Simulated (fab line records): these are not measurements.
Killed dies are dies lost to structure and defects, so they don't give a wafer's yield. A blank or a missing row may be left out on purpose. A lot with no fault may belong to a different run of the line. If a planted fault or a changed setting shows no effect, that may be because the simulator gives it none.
3 desks looking at one fault -- flow n5 finfet -- each desk holds nothing but its own numbers, with what lay behind them at the end

## AT THE METROLOGY DESK
What the gauges read for every lot (on any tool): the sampled wafers with a number, averaged. Marked OUT: a lot whose mean sits more than 4 standard deviations from the usual mean, which makes it out of limits; the brackets give that distance. Shown here are 7 of its 12 readings, the ones lying furthest out on some lot.
Columns: A = cd nm at N5_MOL_CONTACT_COAG_CD_MEAS_84, usual 25.12 nm; B = VG_OVL at N5_MOL_CONTACT_COAG_OVL_MEAS_85, usual 0.2 nm; C = DIBL_N at N5_BEOL_M4_RC_MEAS_101, usual 36.4 mV/V; D = IOFF_P at N5_BEOL_M4_RC_MEAS_101, usual 0.23 nA/um; E = SS_N at N5_BEOL_M4_RC_MEAS_101, usual 71.7 mV/dec; F = VT_N at N5_BEOL_M4_RC_MEAS_101, usual 250 mV; G = VT_P at N5_BEOL_M4_RC_MEAS_101, usual -249 mV
lot,first seen here,A,B,C,D,E,F,G
L882,day 7 02:02,24.99,0.4,35.7,0.22,72.5,251,-250
L885,day 7 23:06,25.37,-0.9,34.7,0.18,71.0,252,-252
L891,day 9 10:33,25.14,0.3,-,-,-,-,-
L892,day 9 17:26,25.25,-0.2,-,-,-,-,-
L893,day 10 01:27,25.23,-0.5,37.2,0.25,71.9,246,-246
L895,day 10 11:48,25.13,0.3,36.4,0.24,71.9,249,-248
L897,day 10 22:25,24.93,0.3,-,-,-,-,-
This desk's finding: nothing out of limits on any of the 7 lots.

## THE DEFECT DESK
Counts from the inspections along the route, per lot, as means over the sampled wafers that have a number. Marked OUT: a lot whose mean sits more than 4 standard deviations from the usual mean, which makes it out of limits; the brackets give that distance.
Columns: A = raw defect count at N5_MOL_CONTACT_COAG_INSPECT_57, usual 204
lot,first seen here,A
L882,day 7 02:08,188
L885,day 7 23:11,155
L891,day 9 10:38,234
L892,day 9 17:31,174
L893,day 10 01:32,196
L895,day 10 11:53,216
L897,day 10 22:30,210
This desk's finding: nothing out of limits on any of the 7 lots.

## THE TOOL OWNER'S DESK: ald sin-03
The tool's own readings at N5_MOL_CONTACT_COAG_ALD_131 (deposits SiO2, target thk 5 nm, pulse time 1 s, co reactant pulse time 1 s): means of the sampled wafers that have a number, for each lot that ran on this tool. Marked OUT: a lot whose mean sits more than 4 standard deviations from the usual mean, which makes it out of limits; the brackets give that distance.
Columns: A = heater power w at N5_MOL_CONTACT_COAG_ALD_131, usual 75 W; B = precursor pulse height rel at N5_MOL_CONTACT_COAG_ALD_131, usual 0.997
lot,first seen here,A,B
L885,day 7 23:41,73,1.014
L891,day 9 11:06,78,0.998
L892,day 9 18:20,75,0.991
L897,day 10 22:40,77,1.012
This desk's finding: nothing out of limits on any of the 4 lots.

## ALL TOGETHER
The metrology desk saw nothing out of limits.
Nothing out of limits was seen by the defect desk.
The tool owner's desk saw nothing out of limits.

## WHAT WAS PUT IN BY THE SIMULATOR
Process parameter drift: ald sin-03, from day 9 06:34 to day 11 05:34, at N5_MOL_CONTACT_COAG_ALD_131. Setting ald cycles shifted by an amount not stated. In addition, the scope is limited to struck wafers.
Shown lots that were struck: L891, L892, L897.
